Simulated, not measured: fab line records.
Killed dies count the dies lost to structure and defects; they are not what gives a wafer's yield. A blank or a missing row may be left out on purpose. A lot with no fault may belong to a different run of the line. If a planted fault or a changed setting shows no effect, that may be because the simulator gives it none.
Matching of chambers || flow nand harc || NHARC_A_STAIRCASE_CMP_450 on cmp-02: 4 sister chambers
The step polishes SiO2, target thk 200 nm. 14 wafers are shown with their chamber, then 7 later ones without.

## WAFERS WITH THEIR CHAMBER
{"wafer": "L954.1", "chamber": 1, "motor current A (A)": 12.6, "slurry filter dp kPa (kPa)": 13.64}
{"wafer": "L954.3", "chamber": 0, "motor current A (A)": 15.2, "slurry filter dp kPa (kPa)": 13.49}
{"wafer": "L954.5", "chamber": 0, "motor current A (A)": 14.4, "slurry filter dp kPa (kPa)": 13.72}
{"wafer": "L957.2", "chamber": 3, "motor current A (A)": 10.4, "slurry filter dp kPa (kPa)": 13.54}
{"wafer": "L957.5", "chamber": 0, "motor current A (A)": 15.1, "slurry filter dp kPa (kPa)": 13.69}
{"wafer": "L957.6", "chamber": 1, "motor current A (A)": 11.7, "slurry filter dp kPa (kPa)": 13.35}
{"wafer": "L960.1", "chamber": 3, "motor current A (A)": 10.8, "slurry filter dp kPa (kPa)": 13.68}
{"wafer": "L960.4", "chamber": 2, "motor current A (A)": 10.7, "slurry filter dp kPa (kPa)": 13.48}
{"wafer": "L960.6", "chamber": 1, "motor current A (A)": 11.8, "slurry filter dp kPa (kPa)": 13.48}
{"wafer": "L971.2", "chamber": 3, "motor current A (A)": 11.0, "slurry filter dp kPa (kPa)": 13.72}
{"wafer": "L971.5", "chamber": 1, "motor current A (A)": 11.4, "slurry filter dp kPa (kPa)": 13.82}
{"wafer": "L971.6", "chamber": 2, "motor current A (A)": 10.8, "slurry filter dp kPa (kPa)": 13.45}
{"wafer": "L973.3", "chamber": 0, "motor current A (A)": 14.3, "slurry filter dp kPa (kPa)": 13.63}
{"wafer": "L973.4", "chamber": 2, "motor current A (A)": 10.6, "slurry filter dp kPa (kPa)": 13.52}

SIGNATURES, as means of the wafers listed above
{"reading": "motor current A", "chamber 0": 14.750, "chamber 1": 11.875, "chamber 2": 10.700, "chamber 3": 10.733, "scatter within a chamber": 0.405}
{"reading": "slurry filter dp kPa", "chamber 0": 13.6325, "chamber 1": 13.5725, "chamber 2": 13.4833, "chamber 3": 13.6467, "scatter within a chamber": 0.132}
Rule: for each reading, subtract the chamber's mean from the wafer's reading, divide by that reading's scatter and square the result; add these up over the readings and take the root, which gives the wafer's distance from the chamber. If the next closest chamber is less than 2 further off than the closest, the wafer can't be placed; otherwise it belongs to the closest. The scatter is the square root of a quotient: the sum, over the shown wafers, of each reading's squared deviation from its chamber's mean, divided by wafers minus chambers.

## WAFERS MISSING THEIR CHAMBER
{"wafer": "L973.5", "motor current A (A)": 10.5, "slurry filter dp kPa (kPa)": 13.43}
{"wafer": "L977.1", "motor current A (A)": 10.9, "slurry filter dp kPa (kPa)": 13.63}
{"wafer": "L977.4", "motor current A (A)": 13.7, "slurry filter dp kPa (kPa)": 13.34}
{"wafer": "L977.5", "motor current A (A)": 14.3, "slurry filter dp kPa (kPa)": 13.41}
{"wafer": "L976.3", "motor current A (A)": 11.9, "slurry filter dp kPa (kPa)": 13.70}
{"wafer": "L976.4", "motor current A (A)": 14.4, "slurry filter dp kPa (kPa)": 13.35}
{"wafer": "L976.6", "motor current A (A)": 11.4, "slurry filter dp kPa (kPa)": 13.55}

## WHICH CHAMBER EACH ONE RAN IN
{"wafer": "L973.5", "from the rows above": "can't be placed: 2 or 3", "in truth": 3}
{"wafer": "L977.1", "from the rows above": "can't be placed: 3 or 2", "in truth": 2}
{"wafer": "L977.4", "from the rows above": "can't be placed: 0 or 1", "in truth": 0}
{"wafer": "L977.5", "from the rows above": 0, "in truth": 0}
{"wafer": "L976.3", "from the rows above": "can't be placed: 1 or 3", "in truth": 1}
{"wafer": "L976.4", "from the rows above": 0, "in truth": 0}
{"wafer": "L976.6", "from the rows above": "can't be placed: 1 or 2 or 3", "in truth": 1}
Correctly placed: 2 of 7. Can't be placed from these rows: 5 (the true chamber is among the candidates in 5). 0 placed wrongly.
